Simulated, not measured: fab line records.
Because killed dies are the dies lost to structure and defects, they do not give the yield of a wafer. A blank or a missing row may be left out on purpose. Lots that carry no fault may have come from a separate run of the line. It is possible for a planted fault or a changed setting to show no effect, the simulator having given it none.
fab line records	flow n5Finfet
[record] lots = 24	wafers = 72	lastDay = 18
route steps=1938 shown BEOL_M0@740 BEOL_M1@812 BEOL_M2@841
lots with no fault: from the same line, run without faults
startH: start of the lot's first displayed wafer, in hours after the record's first day	waitH: hours from the lot's prior step to this one	" unchanged from the row above	L1.1+2: a single row standing in for several wafers	- either no value or no given start	* or withheld: withheld	< > ~ a bound
route shown NAME@n: a module of which the file shows steps, and the number in the route of the first	usual: mean and standard deviation over wafers with no fault	same: alike in all rows	chamber/n: place in a boat	sites: each site's reading	_std_site: their standard deviation	_edge_site: outer sites' mean less inner sites'	radiusMm: how far each site lies from the wafer's centre	mask NAME#n: copy n	behind: tool/chamber where the wafer was last shaped	hold: why the lot was held/for how many hours/how that ended	device: the n, p or np transistor that did not switch	end of line: the route-end tests of the same wafers	a step without rows: its recipe alone	killed: count of dies lost to structure and defects at first sort (not the wafer's yield)	map: a wafer's dies, x killed, . not, _ none there
set.NAME: setting as actually run; set.NAME@STEP: the setting as run at that earlier step	model.NAME: the simulator's own value behind a step, which no gauge read
a sample of lots followed through the steps of the route, with each step as a table and each wafer as a row
services: from which hour (startH, from the record's first day; less than 0 if before it) a tool's chamber was out of use, for how many hours, and why
[[steps]]
[step N5_BEOL_M0_SPUTTER_141]
[recipe] material = Cu	targetThkA = 40	tempC = -20	chamberPressurePa = 0.07	powerW = withheld	timeS = 7.37
[usual] chamberPressurePa = 0.07/0.00015	chuckGasFlowSccm = 1.27/0.054	substrateTempC = -20.00/0.11	throttleValvePct = 29.9/0.89
lot.wafer	tool	chamber	startH	waitH	chamberPressurePa	chuckGasFlowSccm	substrateTempC	throttleValvePct
L074.1	pvdSputter-02	-	120.33	0.0	0.06988	1.31	-19.99	28.7
L074.4	"	-	"	"	0.06998	1.27	-20.05	30.1
L074.5	"	-	"	"	0.0701	1.37	-20.13	31.2
L075.3	pvdSputter-02	-	126.72	0.0	0.06998	1.22	-19.93	28.5
L075.4	"	-	"	"	0.06984	1.33	-20.16	29.2
L075.6	"	-	"	"	0.06989	1.27	-20.00	29.8
L076.2	pvdSputter-03	-	129.82	0.0	0.07008	1.13	-20.07	30.1
L076.3	"	-	"	"	0.06997	1.28	-20.01	29.8
L076.5	"	-	"	"	0.06997	1.24	-19.86	30.1
L077.2	pvdSputter-01	-	136.24	0.0	0.07001	1.29	-19.87	31.2
L077.3	"	-	"	"	0.06999	1.31	-19.95	29.0
L077.5	"	-	"	"	0.0699	1.34	-19.94	30.6
L078.1	pvdSputter-02	-	139.81	0.0	0.07008	1.25	-19.91	29.5
L078.2	"	-	"	"	0.06989	1.24	-20.01	29.0
L078.6	"	-	"	"	0.06999	1.28	-19.95	29.7
L079.1	pvdSputter-02	-	149.61	0.0	0.06998	1.31	-19.81	28.6
L079.2	"	-	"	"	0.06992	1.22	-20.13	28.9
L079.5	"	-	"	"	0.07002	1.22	-20.08	29.0
L080.2	pvdSputter-01	-	153.22	0.0	0.07006	1.25	-19.93	30.4
L080.3	"	-	"	"	0.0701	1.26	-20.04	29.2
L080.5	"	-	"	"	0.07042	1.35	-19.98	30.0
L081.2	pvdSputter-01	-	162.21	0.0	0.06992	1.21	-20.11	30.1
L081.5	"	-	"	"	0.06985	1.31	-20.24	30.1
L081.6	"	-	"	"	0.07002	1.27	-20.05	29.8
L082.1	pvdSputter-03	-	165.95	0.0	0.06993	1.33	-19.90	29.8
L082.2	"	-	"	"	0.0703	1.11	-20.02	30.6
L082.3	"	-	"	"	0.07025	1.19	-19.94	29.9
L083.4	pvdSputter-02	-	176.83	0.0	0.06994	1.33	-19.98	29.9
L083.5	"	-	"	"	0.06986	1.17	-20.14	28.6
L083.6	"	-	"	"	0.0701	1.28	-19.97	31.3
L084.2	pvdSputter-03	-	182.12	0.0	0.07003	1.30	-20.05	30.3
L084.3	"	-	"	"	0.07014	1.40	-20.10	30.1
L084.4	"	-	"	"	0.07006	1.22	-20.16	29.7
L085.4	pvdSputter-02	-	184.31	0.0	0.06993	1.25	-19.97	28.4
L085.5	"	-	"	"	0.07027	1.20	-20.18	28.4
L085.6	"	-	"	"	0.07008	1.22	-19.95	31.5
L086.2	pvdSputter-02	-	190.21	0.0	0.07023	1.18	-20.07	28.4
L086.4	"	-	"	"	0.07005	1.23	-20.02	31.6
L086.5	"	-	"	"	0.0699	1.25	-19.91	31.5
L087.2	pvdSputter-01	-	196.24	0.0	0.06984	1.22	-19.85	30.1
L087.3	"	-	"	"	0.06992	1.26	-20.04	28.9
L087.6	"	-	"	"	0.07017	1.21	-20.02	30.6
L088.1	pvdSputter-03	-	209.52	0.0	0.07005	1.25	-19.99	30.0
L088.3	"	-	"	"	0.06988	1.28	-19.99	30.3
L088.4	"	-	"	"	0.07001	1.30	-19.91	30.6
L090.3	pvdSputter-02	-	213.86	0.0	0.06984	1.21	-19.97	31.2
L090.4	"	-	"	"	0.06986	1.23	-19.84	29.6
L090.6	"	-	"	"	0.07026	1.34	-20.12	28.9
L089.3	pvdSputter-03	-	215.02	0.0	0.07011	1.32	-19.98	30.0
L089.4	"	-	"	"	0.06997	1.23	-20.03	30.5
L089.5	"	-	"	"	0.07015	1.16	-19.93	29.8
L092.1	pvdSputter-01	-	229.16	0.0	0.07014	1.25	-20.06	29.0
L092.4	"	-	"	"	0.07003	1.29	-20.16	29.9
L092.6	"	-	"	"	0.0701	1.26	-20.04	28.9
L091.2	pvdSputter-03	-	231.80	0.0	0.07023	1.18	-20.01	29.8
L091.4	"	-	"	"	0.06986	1.30	-19.95	30.5
L091.5	"	-	"	"	0.06981	1.24	-20.01	29.9
L093.1	pvdSputter-02	-	233.45	0.0	0.07015	1.27	-20.01	28.8
L093.2	"	-	"	"	0.07024	1.28	-19.62	31.2
L093.6	"	-	"	"	0.07025	1.36	-19.97	28.9
L094.2	pvdSputter-02	-	236.83	0.0	0.06985	1.28	-20.12	31.4
L094.3	"	-	"	"	0.07013	1.28	-20.04	29.1
L094.6	"	-	"	"	0.06977	1.32	-20.12	31.2
L095.1	pvdSputter-02	-	246.78	0.0	0.06975	1.28	-20.11	29.7
L095.3	"	-	"	"	0.07011	1.34	-19.91	28.8
L095.5	"	-	"	"	0.07001	1.28	-20.05	29.2
L096.1	pvdSputter-02	-	254.00	0.0	0.07001	1.31	-20.09	28.4
L096.2	"	-	"	"	0.06977	1.27	-20.03	29.7
L096.5	"	-	"	"	0.07027	1.24	-19.99	28.7
L097.1	pvdSputter-03	-	257.92	0.0	0.07027	1.27	-20.06	29.9
L097.2	"	-	"	"	0.07001	1.28	-19.93	30.3
L097.4	"	-	"	"	0.06975	1.20	-20.16	30.0
[step N5_BEOL_M1_SURFACE_TREAT_85]
[recipe] gas = Ar	timeS = *	ionEnergyEv = *	ionCurrentMaCm2 = 0.5	pressureMtorr = *	arFlowSccm = 30
[usual] throttleValvePct = *
lot.wafer	tool	chamber	startH	waitH	throttleValvePct
L074.1	pvdSputter-02	-	126.90	0.2	*
L074.4	"	-	"	"	*
L074.5	"	-	"	"	*
L075.3	pvdSputter-01	-	135.74	0.2	*
L075.4	"	-	"	"	*
L075.6	"	-	"	"	*
L076.2	pvdSputter-01	-	139.48	0.2	*
L076.3	"	-	"	"	*
L076.5	"	-	"	"	*
L077.2	pvdSputter-02	-	155.79	0.1	*
L077.3	"	-	"	"	*
L077.5	"	-	"	"	*
L078.1	pvdSputter-01	-	156.55	0.5	*
L078.2	"	-	"	"	*
L078.6	"	-	"	"	*
L079.1	pvdSputter-01	-	159.37	0.2	*
L079.2	"	-	"	"	*
L079.5	"	-	"	"	*
L080.2	pvdSputter-03	-	165.55	0.1	*
L080.3	"	-	"	"	*
L080.5	"	-	"	"	*
L081.2	pvdSputter-01	-	169.57	0.2	*
L081.5	"	-	"	"	*
L081.6	"	-	"	"	*
L082.1	pvdSputter-02	-	174.22	0.1	*
L082.2	"	-	"	"	*
L082.3	"	-	"	"	*
L083.4	pvdSputter-01	-	187.45	0.2	*
L083.5	"	-	"	"	*
L083.6	"	-	"	"	*
L085.4	pvdSputter-02	-	190.83	0.1	*
L085.5	"	-	"	"	*
L085.6	"	-	"	"	*
L084.2	pvdSputter-02	-	196.79	0.2	*
L084.3	"	-	"	"	*
L084.4	"	-	"	"	*
L086.2	pvdSputter-02	-	197.30	0.2	*
L086.4	"	-	"	"	*
L086.5	"	-	"	"	*
L087.2	pvdSputter-03	-	204.56	0.1	*
L087.3	"	-	"	"	*
L087.6	"	-	"	"	*
L090.3	pvdSputter-02	-	221.31	0.1	*
L090.4	"	-	"	"	*
L090.6	"	-	"	"	*
L088.1	pvdSputter-02	-	221.60	0.2	*
L088.3	"	-	"	"	*
L088.4	"	-	"	"	*
L089.3	pvdSputter-01	-	226.48	0.2	*
L089.4	"	-	"	"	*
L089.5	"	-	"	"	*
L092.1	pvdSputter-01	-	234.12	0.2	*
L092.4	"	-	"	"	*
L092.6	"	-	"	"	*
L091.2	pvdSputter-01	-	241.30	0.1	*
L091.4	"	-	"	"	*
L091.5	"	-	"	"	*
L093.1	pvdSputter-01	-	249.75	0.3	*
L093.2	"	-	"	"	*
L093.6	"	-	"	"	*
L094.2	pvdSputter-01	-	249.79	0.2	*
L094.3	"	-	"	"	*
L094.6	"	-	"	"	*
L095.1	pvdSputter-02	-	256.32	0.2	*
L095.3	"	-	"	"	*
L095.5	"	-	"	"	*
L096.1	pvdSputter-02	-	262.31	0.1	*
L096.2	"	-	"	"	*
L096.5	"	-	"	"	*
L097.1	pvdSputter-02	-	269.94	0.1	*
L097.2	"	-	"	"	*
L097.4	"	-	"	"	*
[step N5_BEOL_M1_ANNEAL_49]
[recipe] tempC = 400	timeS = 240	ambient = vacuum
[usual] heaterPowerW = 822/90
lot.wafer	tool	chamber	startH	waitH	heaterPowerW
L074.1	pvdSputter-02	-	127.30	0.0	811
L074.4	"	-	"	"	783
L074.5	"	-	"	"	778
L075.3	pvdSputter-01	-	136.40	0.0	743
L075.4	"	-	"	"	750
L075.6	"	-	"	"	744
L076.2	pvdSputter-02	-	139.97	0.0	898
L076.3	"	-	"	"	776
L076.5	"	-	"	"	777
L077.2	pvdSputter-03	-	156.13	0.0	882
L077.3	"	-	"	"	775
L077.5	"	-	"	"	895
L078.1	pvdSputter-02	-	157.76	0.0	774
L078.2	"	-	"	"	886
L078.6	"	-	"	"	705
L079.1	pvdSputter-01	-	159.83	0.0	772
L079.2	"	-	"	"	730
L079.5	"	-	"	"	750
L080.2	pvdSputter-01	-	165.89	0.0	774
L080.3	"	-	"	"	1036
L080.5	"	-	"	"	1002
L081.2	pvdSputter-01	-	169.99	0.0	769
L081.5	"	-	"	"	1012
L081.6	"	-	"	"	747
L082.1	pvdSputter-01	-	174.55	0.0	735
L082.2	"	-	"	"	1008
L082.3	"	-	"	"	829
L083.4	pvdSputter-03	-	188.21	0.0	802
L083.5	"	-	"	"	897
L083.6	"	-	"	"	790
L085.4	pvdSputter-03	-	191.19	0.0	780
L085.5	"	-	"	"	883
L085.6	"	-	"	"	767
L084.2	pvdSputter-03	-	197.09	0.0	794
L084.3	"	-	"	"	904
L084.4	"	-	"	"	803
L086.2	pvdSputter-02	-	199.26	0.0	717
L086.4	"	-	"	"	887
L086.5	"	-	"	"	706
L087.2	pvdSputter-03	-	204.86	0.0	872
L087.3	"	-	"	"	766
L087.6	"	-	"	"	883
L090.3	pvdSputter-02	-	221.88	0.0	787
L090.4	"	-	"	"	720
L090.6	"	-	"	"	816
L088.1	pvdSputter-02	-	223.92	0.0	779
L088.3	"	-	"	"	721
L088.4	"	-	"	"	765
L089.3	pvdSputter-03	-	226.83	0.0	789
L089.4	"	-	"	"	887
L089.5	"	-	"	"	912
L092.1	pvdSputter-01	-	234.42	0.0	760
L092.4	"	-	"	"	827
L092.6	"	-	"	"	754
L091.2	pvdSputter-01	-	241.70	0.0	795
L091.4	"	-	"	"	766
L091.5	"	-	"	"	761
L093.1	pvdSputter-01	-	250.31	0.0	761
L093.2	"	-	"	"	803
L093.6	"	-	"	"	753
L094.2	pvdSputter-02	-	250.32	0.0	784
L094.3	"	-	"	"	720
L094.6	"	-	"	"	708
L095.1	pvdSputter-01	-	256.93	0.0	762
L095.3	"	-	"	"	1011
L095.5	"	-	"	"	765
L096.1	pvdSputter-01	-	262.62	0.0	1025
L096.2	"	-	"	"	749
L096.5	"	-	"	"	997
L097.1	pvdSputter-03	-	270.34	0.0	895
L097.2	"	-	"	"	798
L097.4	"	-	"	"	856
[step N5_BEOL_M1_SPUTTER_92]
[recipe] material = Cu	targetThkA = 45	tempC = -20	chamberPressurePa = 0.07	powerW = withheld	timeS = 8.29
[usual] chamberPressurePa = 0.06998/0.00012	chuckGasFlowSccm = 1.26/0.055	substrateTempC = -19.98/0.099	throttleValvePct = 30.0/0.82
lot.wafer	tool	chamber	startH	waitH	chamberPressurePa	chuckGasFlowSccm	substrateTempC	throttleValvePct
L074.1	pvdSputter-02	-	128.54	0.1	0.0702	1.30	-19.84	31.3
L074.4	"	-	"	"	0.07018	1.32	-20.07	28.9
L074.5	"	-	"	"	0.07016	1.32	-20.08	29.0
L075.3	pvdSputter-01	-	137.64	0.1	0.07004	1.20	-20.03	31.2
L075.4	"	-	"	"	0.07006	1.26	-20.05	30.1
L075.6	"	-	"	"	0.06994	1.26	-20.20	31.3
L076.2	pvdSputter-02	-	141.21	0.1	0.06999	1.21	-19.80	29.8
L076.3	"	-	"	"	0.07034	1.16	-19.95	31.7
L076.5	"	-	"	"	0.07003	1.27	-19.86	29.1
L077.2	pvdSputter-03	-	157.50	0.1	0.07023	1.16	-19.90	29.9
L077.3	"	-	"	"	0.07001	1.13	-20.05	30.1
L077.5	"	-	"	"	0.06983	1.25	-20.09	30.5
L078.1	pvdSputter-02	-	159.00	0.1	0.06999	1.30	-19.96	31.2
L078.2	"	-	"	"	0.06993	1.33	-19.89	29.8
L078.6	"	-	"	"	0.06993	1.15	-19.96	28.7
L079.1	pvdSputter-01	-	161.07	0.1	0.07001	1.28	-19.90	30.2
L079.2	"	-	"	"	0.06976	1.24	-19.95	31.5
L079.5	"	-	"	"	0.06999	1.16	-19.95	30.5
L080.2	pvdSputter-01	-	167.13	0.1	0.07021	1.28	-19.96	30.3
L080.3	"	-	"	"	0.07007	1.32	-19.99	30.1
L080.5	"	-	"	"	0.07008	1.25	-20.06	29.5
L081.2	pvdSputter-01	-	171.23	0.1	0.07017	1.25	-19.98	30.2
L081.5	"	-	"	"	0.07	1.31	-19.87	29.9
L081.6	"	-	"	"	0.07002	1.22	-20.06	30.4
L082.1	pvdSputter-01	-	175.79	0.1	0.06998	1.31	-19.97	31.4
L082.2	"	-	"	"	0.06999	1.22	-19.92	30.0
L082.3	"	-	"	"	0.06991	1.19	-19.89	29.2
L083.4	pvdSputter-03	-	189.45	0.1	0.07002	1.33	-19.86	30.7
L083.5	"	-	"	"	0.06995	1.22	-19.92	29.8
L083.6	"	-	"	"	0.07	1.18	-19.91	30.5
L085.4	pvdSputter-03	-	192.43	0.1	0.06996	1.31	-20.00	30.5
L085.5	"	-	"	"	0.06995	1.29	-19.99	30.0
L085.6	"	-	"	"	0.06976	1.28	-19.76	29.8
L084.2	pvdSputter-03	-	198.33	0.1	0.07005	1.33	-19.99	29.9
L084.3	"	-	"	"	0.06982	1.18	-19.96	30.0
L084.4	"	-	"	"	0.06983	1.30	-20.03	30.7
L086.2	pvdSputter-02	-	200.50	0.1	0.07	1.29	-20.10	28.8
L086.4	"	-	"	"	0.06996	1.22	-19.82	29.6
L086.5	"	-	"	"	0.06987	1.21	-19.95	28.4
L087.2	pvdSputter-03	-	206.10	0.1	0.07001	1.23	-19.89	30.2
L087.3	"	-	"	"	0.07003	1.25	-19.88	30.0
L087.6	"	-	"	"	0.07012	1.29	-19.97	30.1
L090.3	pvdSputter-02	-	223.12	0.1	0.06993	1.27	-20.07	31.4
L090.4	"	-	"	"	0.06994	1.15	-19.90	28.5
L090.6	"	-	"	"	0.06998	1.30	-20.01	31.2
L088.1	pvdSputter-02	-	225.16	0.1	0.06998	1.24	-19.94	31.4
L088.3	"	-	"	"	0.0699	1.22	-20.01	28.7
L088.4	"	-	"	"	0.06989	1.35	-19.96	28.9
L089.3	pvdSputter-03	-	228.07	0.1	0.0701	1.18	-20.13	30.8
L089.4	"	-	"	"	0.07001	1.23	-20.07	29.9
L089.5	"	-	"	"	0.06996	1.18	-19.96	30.1
L092.1	pvdSputter-01	-	235.66	0.1	0.07004	1.28	-20.10	31.1
L092.4	"	-	"	"	0.07	1.26	-20.07	29.0
L092.6	"	-	"	"	0.06994	1.29	-19.85	30.3
L091.2	pvdSputter-01	-	242.94	0.1	0.06988	1.26	-20.07	29.1
L091.4	"	-	"	"	0.06989	1.14	-19.99	30.3
L091.5	"	-	"	"	0.07006	1.25	-20.03	30.1
L093.1	pvdSputter-01	-	251.55	0.1	0.06982	1.25	-20.06	30.3
L093.2	"	-	"	"	0.07002	1.23	-20.03	29.1
L093.6	"	-	"	"	0.06996	1.36	-20.13	30.5
L094.2	pvdSputter-02	-	251.56	0.1	0.0698	1.31	-19.83	31.3
L094.3	"	-	"	"	0.07004	1.34	-19.86	28.5
L094.6	"	-	"	"	0.07007	1.25	-19.98	28.5
L095.1	pvdSputter-01	-	258.17	0.1	0.07003	1.34	-19.69	30.2
L095.3	"	-	"	"	0.06989	1.24	-19.99	30.1
L095.5	"	-	"	"	0.07021	1.27	-19.99	30.3
L096.1	pvdSputter-01	-	263.86	0.1	0.06998	1.20	-19.96	30.1
L096.2	"	-	"	"	0.06986	1.23	-19.96	30.3
L096.5	"	-	"	"	0.06985	1.31	-19.91	29.9
L097.1	pvdSputter-03	-	271.58	0.1	0.07005	1.26	-20.06	30.4
L097.2	"	-	"	"	0.0699	1.29	-20.00	30.5
L097.4	"	-	"	"	0.07006	1.30	-19.94	29.8
[step N5_BEOL_M2_ILD_DEP_00]
[recipe] material = SiOC	targetThkA = 790	tempC = 350	precursor = DEMS/O2	pressureTorr = 5	rfW = 500	timeS = 15.3
[usual] heaterPowerW = 449/77	showerheadPlenumPTorr = 5.694/0.017	throttleValvePct = 11.6/0.58
lot.wafer	tool	chamber	startH	waitH	heaterPowerW	showerheadPlenumPTorr	throttleValvePct
L074.1	pecvd-02	1	130.09	0.0	469	5.698	12.1
L074.4	"	2	"	"	361	5.696	11.9
L074.5	"	0	"	"	516	5.669	11.1
L075.3	pecvd-01	0	139.19	0.0	424	5.689	11.6
L075.4	"	1	"	"	355	5.674	11.2
L075.6	"	2	"	"	350	5.731	10.6
L076.2	pecvd-02	0	142.77	0.0	482	5.696	10.9
L076.3	"	2	"	"	427	5.691	12.1
L076.5	"	1	"	"	460	5.713	12.1
L077.2	pecvd-03	1	159.05	0.0	573	5.706	12.5
L077.3	"	2	"	"	344	5.687	11.6
L077.5	"	2	"	"	340	5.698	11.8
L078.1	pecvd-03	0	161.00	0.0	483	5.708	11.4
L078.2	"	1	"	"	569	5.712	12.7
L078.6	"	0	"	"	477	5.689	11.4
L079.1	pecvd-01	0	162.62	0.0	455	5.701	11.6
L079.2	"	1	"	"	440	5.677	11.3
L079.5	"	1	"	"	455	5.685	11.2
L080.2	pecvd-03	0	168.69	0.0	544	5.706	11.6
L080.3	"	2	"	"	370	5.691	11.7
L080.5	"	1	"	"	579	5.715	12.5
L081.2	pecvd-02	1	172.78	0.0	476	5.702	12.2
L081.5	"	0	"	"	478	5.683	11.0
L081.6	"	1	"	"	471	5.700	12.0
L082.1	pecvd-03	1	177.34	0.0	527	5.731	12.5
L082.2	"	0	"	"	551	5.681	11.4
L082.3	"	2	"	"	378	5.670	11.5
L083.4	pecvd-01	1	191.10	0.1	359	5.671	11.4
L083.5	"	2	"	"	361	5.720	10.4
L083.6	"	0	"	"	485	5.705	11.8
L085.4	pecvd-01	2	194.00	0.1	376	5.718	10.6
L085.5	"	0	"	"	399	5.705	11.5
L085.6	"	1	"	"	422	5.685	11.2
L084.2	pecvd-03	2	199.88	0.0	338	5.674	11.7
L084.3	"	0	"	"	546	5.693	11.4
L084.4	"	0	"	"	558	5.675	11.5
L086.2	pecvd-03	1	202.10	0.0	572	5.728	12.6
L086.4	"	1	"	"	571	5.710	12.3
L086.5	"	0	"	"	517	5.688	11.5
L087.2	pecvd-02	2	207.81	0.0	383	5.675	11.8
L087.3	"	0	"	"	478	5.684	11.2
L087.6	"	2	"	"	388	5.667	12.0
L090.3	pecvd-02	1	224.97	0.0	488	5.671	12.5
L090.4	"	0	"	"	501	5.693	11.5
L090.6	"	1	"	"	473	5.699	12.2
L088.1	pecvd-03	1	227.21	0.0	552	5.716	12.7
L088.3	"	1	"	"	558	5.718	12.7
L088.4	"	0	"	"	524	5.684	11.6
L089.3	pecvd-02	0	229.65	0.0	419	5.686	11.2
L089.4	"	2	"	"	377	5.684	12.0
L089.5	"	0	"	"	427	5.683	10.8
L092.1	pecvd-03	0	237.89	0.0	488	5.690	11.6
L092.4	"	0	"	"	497	5.689	11.5
L092.6	"	2	"	"	358	5.673	10.9
L091.2	pecvd-01	0	244.79	0.0	430	5.687	11.7
L091.4	"	1	"	"	407	5.694	11.4
L091.5	"	2	"	"	328	5.718	10.9
L093.1	pecvd-03	2	253.20	0.0	355	5.682	11.1
L093.2	"	1	"	"	483	5.714	12.3
L093.6	"	2	"	"	363	5.669	10.8
L094.2	pecvd-03	2	253.31	0.0	309	5.677	10.7
L094.3	"	1	"	"	505	5.721	12.4
L094.6	"	1	"	"	507	5.720	12.2
L095.1	pecvd-01	2	260.00	0.0	358	5.716	10.6
L095.3	"	1	"	"	370	5.676	11.2
L095.5	"	2	"	"	365	5.711	10.5
L096.1	pecvd-02	1	265.55	0.0	484	5.701	12.1
L096.2	"	0	"	"	515	5.689	11.2
L096.5	"	0	"	"	518	5.696	11.1
L097.1	pecvd-02	2	273.18	0.0	435	5.673	11.6
L097.2	"	1	"	"	391	5.693	11.9
L097.4	"	1	"	"	401	5.699	12.3
[step N5_BEOL_M2_THK_MEAS_01]
[recipe] reads = SiOC_of_BEOL_M2_ILD_DEP_00
[usual] M2_ILD_THK = 78.7/1.3
lot.wafer	tool	chamber	startH	waitH	M2_ILD_THK[nm]
L074.1	filmMetro-01	-	130.16	0.1	78.4
L074.4	"	-	"	"	78.6
L074.5	"	-	"	"	79.2
L075.3	filmMetro-02	-	139.26	0.1	78.1
L075.4	"	-	"	"	81.2
L075.6	"	-	"	"	81.9
L076.2	filmMetro-02	-	142.84	0.1	78.3
L076.3	"	-	"	"	76.8
L076.5	"	-	"	"	79.5
L077.2	filmMetro-01	-	159.12	0.1	79.9
L077.3	"	-	"	"	79.0
L077.5	"	-	"	"	80.7
L078.1	filmMetro-02	-	161.07	0.0	77.0
L078.2	"	-	"	"	77.8
L078.6	"	-	"	"	78.1
L079.1	filmMetro-01	-	162.69	0.0	78.0
L079.2	"	-	"	"	79.4
L079.5	"	-	"	"	81.8
L080.2	filmMetro-02	-	168.75	0.1	75.4
L080.3	"	-	"	"	77.5
L080.5	"	-	"	"	79.3
L081.2	filmMetro-02	-	172.85	0.1	77.6
L081.5	"	-	"	"	80.3
L081.6	"	-	"	"	78.7
L082.1	filmMetro-01	-	177.41	0.0	79.3
L082.2	"	-	"	"	76.1
L082.3	"	-	"	"	78.5
L083.4	filmMetro-01	-	191.16	0.0	80.8
L083.5	"	-	"	"	80.1
L083.6	"	-	"	"	78.6
L085.4	filmMetro-02	-	194.05	0.0	80.4
L085.5	"	-	"	"	79.7
L085.6	"	-	"	"	80.5
L084.2	filmMetro-02	-	199.95	0.1	77.9
L084.3	"	-	"	"	76.0
L084.4	"	-	"	"	77.0
L086.2	filmMetro-02	-	202.17	0.1	78.7
L086.4	"	-	"	"	79.9
L086.5	"	-	"	"	78.6
L087.2	filmMetro-02	-	207.88	0.1	77.2
L087.3	"	-	"	"	78.3
L087.6	"	-	"	"	79.0
L090.3	filmMetro-01	-	225.03	0.1	77.3
L090.4	"	-	"	"	79.8
L090.6	"	-	"	"	78.6
L088.1	filmMetro-01	-	227.30	0.1	76.9
L088.3	"	-	"	"	78.6
L088.4	"	-	"	"	77.0
L089.3	filmMetro-01	-	229.72	0.1	79.3
L089.4	"	-	"	"	79.0
L089.5	"	-	"	"	79.1
L092.1	filmMetro-02	-	237.96	0.0	76.0
L092.4	"	-	"	"	77.8
L092.6	"	-	"	"	79.4
L091.2	filmMetro-01	-	244.86	0.1	77.5
L091.4	"	-	"	"	81.2
L091.5	"	-	"	"	80.8
L093.1	filmMetro-01	-	253.27	0.0	78.3
L093.2	"	-	"	"	78.8
L093.6	"	-	"	"	78.8
L094.2	filmMetro-02	-	253.38	0.1	77.3
L094.3	"	-	"	"	78.7
L094.6	"	-	"	"	79.6
L095.1	filmMetro-01	-	260.09	0.1	78.7
L095.3	"	-	"	"	79.4
L095.5	"	-	"	"	79.6
L096.1	filmMetro-01	-	265.62	0.0	77.9
L096.2	"	-	"	"	78.3
L096.5	"	-	"	"	79.3
L097.1	filmMetro-01	-	273.25	0.0	79.0
L097.2	"	-	"	"	77.6
L097.4	"	-	"	"	78.2
[[services]]
tool	chamber	startH	hours	kind
pvdSputter-01	-	101.64	8.5	repair
pvdSputter-01	-	131.79	0.9	repair
pecvd-03	1	151.52	7.0	repair
pecvd-01	-	161.94	0.6	repair
pecvd-03	2	202.38	-	clean
pecvd-03	2	202.38	-	consumableReplace:showerhead
pecvd-03	2	202.38	29.0	scheduledDown
pecvd-03	2	202.38	29.0	ventCycle
pecvd-03	1	215.67	2.1	scheduledDown
pecvd-01	-	222.27	2.8	pm
pecvd-03	-	228.10	5.5	pm
pecvd-01	0	237.40	3.7	repair
pecvd-02	2	242.89	5.5	scheduledDown
pecvd-01	2	250.46	9.1	repair
pecvd-03	0	255.81	2.1	scheduledDown
[[key]]
fault none
